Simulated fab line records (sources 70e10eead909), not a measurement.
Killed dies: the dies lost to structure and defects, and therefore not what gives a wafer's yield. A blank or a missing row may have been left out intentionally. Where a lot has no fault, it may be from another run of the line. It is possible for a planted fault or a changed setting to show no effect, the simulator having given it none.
Which tool is to blame?    flow nand harc    12 lots, 36 wafers sampled, at 5 steps of a route of 1159

## WHAT THE GAUGES SHOWED, per wafer
NHARC_END_SORT_01. Usual: killed at array 25, standard deviation 9.5; killed at other 0.8, standard deviation 1.2; killed at periphery 3.4, standard deviation 2.2; killed dies 29, standard deviation 10; killed open 3.3, standard deviation 1.8; killed short 2.1, standard deviation 1.4.
lot   measured      on         killed at array  killed at other  killed at periphery  killed dies  killed open  killed short  flag
L623  day 24 10:02  prober-01  671 674 669      0 0 2            6 3 6                677 677 677  2 3 5        2 3 2         OFF
L624  day 24 23:42  prober-01  675 672 667      0 1 1            2 4 9                677 677 677  1 2 5        3 2 1         OFF

## TOOL THAT RAN EACH LOT (tool first, then ch and the chambers of the sampled wafers, then the start)
lot   NHARC_A_CHANNEL_FILL_D1_ALD_16    NHARC_A_CHANNEL_FILL_D1_ALD_25    NHARC_A_CHANNEL_FILL_D1_ETCHBACK_08  NHARC_A_STAIRCASE_ETCH_169
L604  ald hk-01 ch 0,1, day 9 01:55     ald hk-01 ch 0,3, day 10 01:40    rie diel-06 ch 1,3, day 10 07:15     rie diel-10 ch 1,3, day 10 14:55
L605  ald hk-01 ch 0,1,2, day 9 13:23   ald hk-02 ch 0,1,3, day 10 15:18  rie diel-03 ch 0,3, day 10 20:50     rie diel-09 ch 0,1,2, day 11 04:31
L607  ald hk-04 ch 1,2,3, day 9 22:36   ald hk-01 ch 0,2, day 10 23:00    rie diel-11 ch 1,2,3, day 11 03:59   rie diel-07 ch 1,3, day 11 12:13
L611  ald hk-02 ch 1,2,3, day 10 19:02  ald hk-02 ch 0,3, day 11 19:34    rie diel-06 ch 1,2,3, day 12 01:09   rie diel-10 ch 1,2, day 12 07:53
L610  ald hk-02 ch 2,3, day 10 19:11    ald hk-04 ch 1,3, day 11 19:08    rie diel-03 ch 0,2,3, day 12 00:06   rie diel-10 ch 0,2, day 12 07:26
L609  ald hk-02 ch 0,1,2, day 10 20:44  ald hk-01 ch 1,2,3, day 11 18:31  rie diel-06 ch 0,1,2, day 12 00:04   rie diel-07 ch 1,2, day 12 07:41
L613  ald hk-04 ch 0,2,3, day 11 01:49  ald hk-01 ch 0,1,2, day 12 01:55  rie diel-06 ch 0,1,3, day 12 06:50   rie diel-07 ch 1,2, day 12 14:26
L614  ald hk-02 ch 0,1,3, day 11 09:43  ald hk-04 ch 0,2,3, day 12 10:28  rie diel-06 ch 0,1, day 12 14:46     rie diel-10 ch 0,2,3, day 12 22:21
L617  ald hk-02 ch 0,1,2, day 12 03:22  ald hk-02 ch 0,1, day 13 03:59    rie diel-03 ch 0,3, day 13 13:07     rie diel-07 ch 0,2, day 13 18:53
L623  ald hk-02 ch 0,2,3, day 13 19:07  ald hk-01 ch 0,2,3, day 14 21:31  rie diel-06 ch 0,2,3, day 15 01:16   -
L624  ald hk-04 ch 0,1,3, day 13 22:12  ald hk-04 ch 0,1,2, day 14 22:53  rie diel-03 ch 0,2,3, day 15 08:07   -
L625  ald hk-02 ch 0,1,2, day 14 18:47  ald hk-01 ch 0,1,3, day 15 15:52  rie diel-06 ch 0,1,3, day 15 21:24   rie diel-09 ch 0,2,3, day 16 04:46
- NHARC_A_CHANNEL_FILL_D1_ALD_16: deposits SiO2, target thk 1.5 nm, pulse time 10 s, ald cycles 15.
- NHARC_A_CHANNEL_FILL_D1_ALD_25: deposits SiOx, target thk 60 nm, pulse time 10 s, ald cycles 600.
- NHARC_A_CHANNEL_FILL_D1_ETCHBACK_08: etches the open film in C4F8, target depth 220 nm, time 110 s.
- NHARC_A_STAIRCASE_ETCH_169: etches the open film in CH3F/O2, target depth 50 nm, time 107.1 s.

## WHAT THE TOOLS THEMSELVES READ (means of the sampled wafers that have a number; where no wafer has one, the mark that the record gives instead)
NHARC_A_CHANNEL_FILL_D1_ALD_16. Usual: heater power w 456 W, standard deviation 46; precursor pulse height rel 0.997, standard deviation 0.02.
lot   tool       heater power w (W)  precursor pulse height rel  flag
L604  ald hk-01  405                 0.986                       
L605  ald hk-01  434                 0.995                       
L607  ald hk-04  441                 1.018                       
L611  ald hk-02  469                 1.006                       
L610  ald hk-02  477                 1.003                       
L609  ald hk-02  481                 0.973                       
L613  ald hk-04  429                 0.997                       
L614  ald hk-02  447                 0.969                       
L617  ald hk-02  487                 1.001                       
L623  ald hk-02  449                 0.984                       
L624  ald hk-04  467                 1.008                       
L625  ald hk-02  484                 0.978                       

NHARC_A_CHANNEL_FILL_D1_ALD_25. Usual: heater power w 455 W, standard deviation 45; precursor pulse height rel 1.001, standard deviation 0.021.
lot   tool       heater power w (W)  precursor pulse height rel  flag
L604  ald hk-01  457                 1.005                       
L605  ald hk-02  452                 1.001                       
L607  ald hk-01  474                 0.991                       
L611  ald hk-02  441                 1.008                       
L610  ald hk-04  484                 0.982                       
L609  ald hk-01  446                 1.019                       
L613  ald hk-01  449                 0.992                       
L614  ald hk-04  439                 1.011                       
L617  ald hk-02  479                 1.017                       
L623  ald hk-01  471                 0.994                       
L624  ald hk-04  471                 1.009                       
L625  ald hk-01  441                 0.980                       

NHARC_A_CHANNEL_FILL_D1_ETCHBACK_08. Usual: chamber pressure mTorr 25.001 mTorr, standard deviation 0.022; oes product au 0.95 a.u., standard deviation 0.037; rf vpp V 440.9 V, standard deviation 2.4.
lot   tool         chamber pressure mTorr (mTorr)  oes product au (a.u.)  rf vpp V (V)  flag
L604  rie diel-06  25.003                          0.92                   441.3         
L605  rie diel-03  25.001                          0.98                   442.0         
L607  rie diel-11  25.007                          0.92                   436.7         
L611  rie diel-06  24.994                          1.00                   441.5         
L610  rie diel-03  25.004                          0.92                   441.3         
L609  rie diel-06  24.999                          0.99                   440.4         
L613  rie diel-06  25.004                          1.00                   440.9         
L614  rie diel-06  25.000                          0.92                   438.6         
L617  rie diel-03  25.002                          0.91                   442.8         
L623  rie diel-06  -                               -                      -             OFF
L624  rie diel-03  -                               -                      -             OFF
L625  rie diel-06  24.999                          0.93                   440.8         

NHARC_A_STAIRCASE_ETCH_169. Usual: ch3f flow sccm 49.97 sccm, standard deviation 0.16; drypump motor current A 5.6 A, standard deviation 0.42; oes product au 0.959 a.u., standard deviation 0.021; rf vpp V 244.9 V, standard deviation 1.7; showerhead plenum p Torr 2.51 Torr, standard deviation 0.098; throttle valve pct 20.663 %, standard deviation 0.009.
lot   tool         ch3f flow sccm (sccm)  drypump motor current A (A)  oes product au (a.u.)  rf vpp V (V)  showerhead plenum p Torr (Torr)  throttle valve pct (%)  flag
L604  rie diel-10  49.95                  5.3                          0.976                  245.6         2.55                             20.670                  
L605  rie diel-09  50.15                  5.6                          0.921                  242.5         2.39                             20.668                  
L607  rie diel-07  49.93                  5.9                          0.948                  245.2         2.57                             20.664                  
L611  rie diel-10  50.01                  5.5                          0.970                  244.0         2.47                             20.662                  
L610  rie diel-10  49.88                  5.4                          0.963                  243.6         2.43                             20.667                  
L609  rie diel-07  50.02                  5.4                          0.971                  246.3         2.61                             20.669                  
L613  rie diel-07  49.85                  5.5                          0.957                  246.0         2.59                             20.662                  
L614  rie diel-10  50.14                  5.5                          0.979                  243.2         2.43                             20.661                  
L617  rie diel-07  49.92                  5.4                          0.976                  244.9         2.52                             20.667                  
L625  rie diel-09  49.85                  5.7                          0.966                  245.9         2.55                             20.667                  

## THE ANSWER, worked out from the rows above alone
Rule: take the mean of a lot's wafers that have a number; if it is more than 3 standard deviations from the usual mean, the lot is off. Also off: a lot with no number at a reading for which 4 or more lots have one. Where the step has rows for the other lots, those lots are counted as sound. Order of review: gauges by route order, followed by the tools' own readings, for which a lot's mean as printed above is used. The first step at which some lot is off is used, and at that step the reading that is off furthest; a lot without a number counts as furthest.
Off: L623, L624 (NHARC_END_SORT_01, killed at array). Neither off nor sound, because the step has no rows for them: L604, L605, L607, L611, L610, L609, L613, L614, L617, L625.
A tool fits if, at a process step before that reading, it ran every lot that is off, and no sound lot after the first of them. Not tried: the gauges at NHARC_END_SORT_01; whatever is off there is also off at NHARC_A_CHANNEL_FILL_D1_ETCHBACK_08, on other tools, and gauge error can't account for it. No candidate that was tried fits.

## WHAT WAS PUT IN BY THE SIMULATOR
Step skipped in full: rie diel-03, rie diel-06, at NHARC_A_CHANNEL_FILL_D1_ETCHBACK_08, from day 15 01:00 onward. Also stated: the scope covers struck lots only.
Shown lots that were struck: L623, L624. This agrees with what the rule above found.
